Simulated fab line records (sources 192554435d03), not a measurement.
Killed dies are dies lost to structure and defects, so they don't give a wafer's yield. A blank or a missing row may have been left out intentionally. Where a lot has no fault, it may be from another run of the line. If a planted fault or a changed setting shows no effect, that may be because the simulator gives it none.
Split-lot study ; flow n5Finfet ; 39 wafers read from 7 lots, route of 1938 steps

## ON THE SPLIT
At N5_MOL_CONTACT_COAG_VIA_ETCH_46 (etches SiO2 in C4F6/O2, target depth 46 nm, overetch 9.2 nm, time 40 s), the setting biasW was moved away from the recipe's 455 W on 12 of the 39 wafers read, by -12.4% to +13.1%. For the rest of the wafers, this setting stayed at what the recipe calls for.

The reading is taken at the split's own step.

## THE READING
rfVppV, in V, at N5_MOL_CONTACT_COAG_VIA_ETCH_46 (etches SiO2 in C4F6/O2, target depth 46 nm, overetch 9.2 nm, time 40 s). A value of 1579 V with a standard deviation of 14 V is what fault-free wafers of this fab line usually give.

wafer;tool, chamber at the split;biasW as run, W;against the recipe;rfVppV, V;against lot-mates on the recipe
L075.1;rieDiel-05, 0;398.6;-12.4%;1425;-154
L075.2;rieDiel-05, 1;455;recipe;1592;-
L075.3;rieDiel-05, 2;398.6;-12.4%;1414;-165
L075.4;rieDiel-05, 3;455;recipe;1573;-
L075.5;rieDiel-05, 1;398.6;-12.4%;1440;-139
L075.6;rieDiel-05, 0;455;recipe;1571;-
L079.2;rieDiel-03, 2;455;recipe;1579;-
L079.3;rieDiel-03, 0;455;recipe;1574;-
L079.4;rieDiel-03, 1;455;recipe;1587;-
L081.1;rieDiel-06, 2;455;recipe;1563;-
L081.2;rieDiel-06, 1;455;recipe;1586;-
L081.3;rieDiel-06, 0;455;recipe;1554;-
L081.4;rieDiel-06, 0;455;recipe;1555;-
L081.5;rieDiel-06, 2;455;recipe;1560;-
L081.6;rieDiel-06, 1;455;recipe;1586;-
L088.1;rieDiel-03, 3;455;recipe;1595;-
L088.2;rieDiel-03, 2;455;recipe;1577;-
L088.3;rieDiel-03, 1;455;recipe;1587;-
L088.4;rieDiel-03, 0;455;recipe;1571;-
L088.5;rieDiel-03, 0;455;recipe;1573;-
L088.6;rieDiel-03, 3;455;recipe;1595;-
L094.1;rieDiel-03, 2;455;recipe;1577;-
L094.2;rieDiel-03, 3;455;recipe;1595;-
L094.3;rieDiel-03, 0;508.4;+11.7%;1707;+126
L094.4;rieDiel-03, 1;508.4;+11.7%;1722;+141
L094.5;rieDiel-03, 0;455;recipe;1571;-
L094.6;rieDiel-03, 1;508.4;+11.7%;1723;+142
L095.1;rieDiel-03, 3;455;recipe;1593;-
L095.2;rieDiel-03, 0;514.8;+13.1%;1723;+135
L095.3;rieDiel-03, 2;514.8;+13.1%;1729;+141
L095.4;rieDiel-03, 1;455;recipe;1586;-
L095.5;rieDiel-03, 1;455;recipe;1586;-
L095.6;rieDiel-03, 0;514.8;+13.1%;1722;+134
L096.1;rieDiel-06, 1;455;recipe;1584;-
L096.2;rieDiel-06, 0;505.3;+11.1%;1680;+100
L096.3;rieDiel-06, 2;505.3;+11.1%;1685;+105
L096.4;rieDiel-06, 3;455;recipe;1603;-
L096.5;rieDiel-06, 1;505.3;+11.1%;1714;+134
L096.6;rieDiel-06, 0;455;recipe;1554;-

THE FIT
A straight line over all 39 wafers: rfVppV changes by +11.5 V for each +1% of biasW; r = +0.98; the points scatter about the line by 14 V.
The same after taking each lot's own level away (the mean of its wafers on the recipe; 39 wafers): +11.2 V for each +1%; r = +0.99; scatter 13 V.
On that fit, the largest move of biasW shifts the reading by 1.5e+02 V.
Measured against the standard deviation above, the lots' own levels, which go from 1567.3 to 1588.3 V, span 1.5 times it.
So the lot-to-lot level changes the slope little: the two slopes agree.
Check: with one of the wafers moved furthest among these (+13.1%) left out of the fit, the line predicts +146 V for it against its lot-mates. Against them it came out at +135 V.
Tool readings at the split's step, against how far the setting was moved: rfVppV r = +0.98.

## THE OTHER SPLITS THESE WAFERS WENT THROUGH
Other splits were also applied to these wafers ahead of the reading. Each is held against what the fit with the lots' levels taken away leaves over:
other split on the same wafers;wafers away from the commonest value;r with rfVppV (lot level and that fit taken away)
N5_FIN_SAQP_SPACER1_ALD_24 aldCycles;15;+0.08
N5_FIN_CUT_ETCH_21 biasW;9;+0.11
N5_DUMMY_GATE_ETCH_37 sourceW;12;-0.16
N5_HKMG_FIN_ETCH_58 biasW;18;-0.18
N5_MOL_CONTACT_COAG_ALD_131 aldCycles;15;-0.04

## FILE'S OWN FIT
rfVppV changes by +11.1 V for each +1% of biasW, r = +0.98.
